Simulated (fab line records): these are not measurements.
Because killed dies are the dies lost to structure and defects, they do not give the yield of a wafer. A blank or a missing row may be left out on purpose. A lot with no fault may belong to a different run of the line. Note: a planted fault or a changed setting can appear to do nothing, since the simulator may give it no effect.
3 desks, one fault -- flow n5_finfet -- numbers are kept per desk, each desk with only its own; the story behind them comes last

== FOR THE TOOL OWNER'S DESK: litho_track-02 ==
The tool's own readings at N5_BEOL_M0_SAQP_COAT_69 (time 60 s, resist thk 90 nm): means of the sampled wafers that have a number, for each lot that ran on this tool. Marked OUT: a lot whose mean sits more than 4 standard deviations from the usual mean, which makes it out of limits; the brackets give that distance.
Columns: A = spin_speed_rpm at N5_BEOL_M0_SAQP_COAT_69, usual 1499.9 rpm
lot,first seen here,A
L386,day 8 12:31,1499.3
L387,day 8 18:50,1500.4
L391,day 9 15:35,1298.7 (-99 or more) OUT
L393,day 10 01:58,1299.0 (-99 or more) OUT
This desk's finding: out of limits on L391, L393; first on L391, day 9 15:35 (spin_speed_rpm at N5_BEOL_M0_SAQP_COAT_69). In limits: L386, L387.

== THE DEFECT DESK ==
What the inspections along the route counted, lot by lot: means of the sampled wafers that have a number. Marked OUT: a lot whose mean sits more than 4 standard deviations from the usual mean, which makes it out of limits; the brackets give that distance.
Columns: A = raw_defect_count at N5_BEOL_M0_SAQP_INSPECT_16, usual 522
lot,first seen here,A
L375,day 5 11:53,419
L377,day 6 06:53,436
L379,day 6 12:01,619
L386,day 8 08:02,542
L387,day 8 14:07,608
L391,day 9 11:15,512
L393,day 9 22:25,550
L394,day 10 05:16,472
L397,day 11 00:13,446
L398,day 11 05:41,429
This desk's finding: nothing out of limits on any of the 10 lots.

== METROLOGY DESK ==
Means of the sampled wafers that have a number, per lot and without regard to the tool the lot ran on: this is what the gauges read. Marked OUT: a lot whose mean sits more than 4 standard deviations from the usual mean, which makes it out of limits; the brackets give that distance. Shown here are 7 of its 10 readings, the ones lying furthest out on some lot.
Columns: A = DIBL_P at N5_BEOL_M4_RC_MEAS_101, usual 36.4 mV/V; B = IOFF_N at N5_BEOL_M4_RC_MEAS_101, usual 0.16 nA/um; C = IOFF_P at N5_BEOL_M4_RC_MEAS_101, usual 0.22 nA/um; D = ION_N at N5_BEOL_M4_RC_MEAS_101, usual 675 uA/um; E = ION_P at N5_BEOL_M4_RC_MEAS_101, usual 463 uA/um; F = VT_N at N5_BEOL_M4_RC_MEAS_101, usual 250 mV; G = VT_P at N5_BEOL_M4_RC_MEAS_101, usual -250 mV
lot,first seen here,A,B,C,D,E,F,G
L377,day 9 17:16,36.3,0.14,0.18,671,456,251,-254
L379,day 10 02:59,36.8,0.17,0.21,674,465,249,-249
L375,day 10 05:23,34.8,0.13,0.19,670,460,252,-253
L387,day 12 15:33,35.8,0.15,0.20,681,458,250,-252
L386,day 12 23:00,35.8,0.17,0.25,688,473,247,-245
L391,day 13 21:56,34.8,0.14,0.21,677,466,250,-249
L394,day 14 05:22,32.5,0.10,0.13,656,446,256,-258
L393,day 14 11:29,36.8,0.17,0.22,677,467,247,-249
L397,day 15 18:29,37.8,0.17,0.19,675,458,250,-252
L398,day 16 21:25,35.5,0.16,0.22,672,461,250,-250
This desk's finding: nothing out of limits on any of the 10 lots.

== TAKEN TOGETHER ==
On L391, L393, at day 9 15:35, an alarm was possible from the tool owner's desk.
Nothing the defect desk looked at was out of limits.
At the metrology desk, nothing out of limits was observed.
The defect desk has L391, L393 on record, within its limits.
The metrology desk has L391, L393 on record, within its limits.
N5_BEOL_M0_SAQP_COAT_69 was run on litho_track-02 by each of the lots named.

== WHAT THE SIMULATOR PUT IN ==
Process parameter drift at N5_BEOL_M0_SAQP_COAT_69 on litho_track-02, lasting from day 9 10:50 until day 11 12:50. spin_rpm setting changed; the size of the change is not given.
Lots struck among those shown: L391, L393.
Delay in hours, fault start to first out-of-limits reading, by desk: the tool owner's desk at 5.
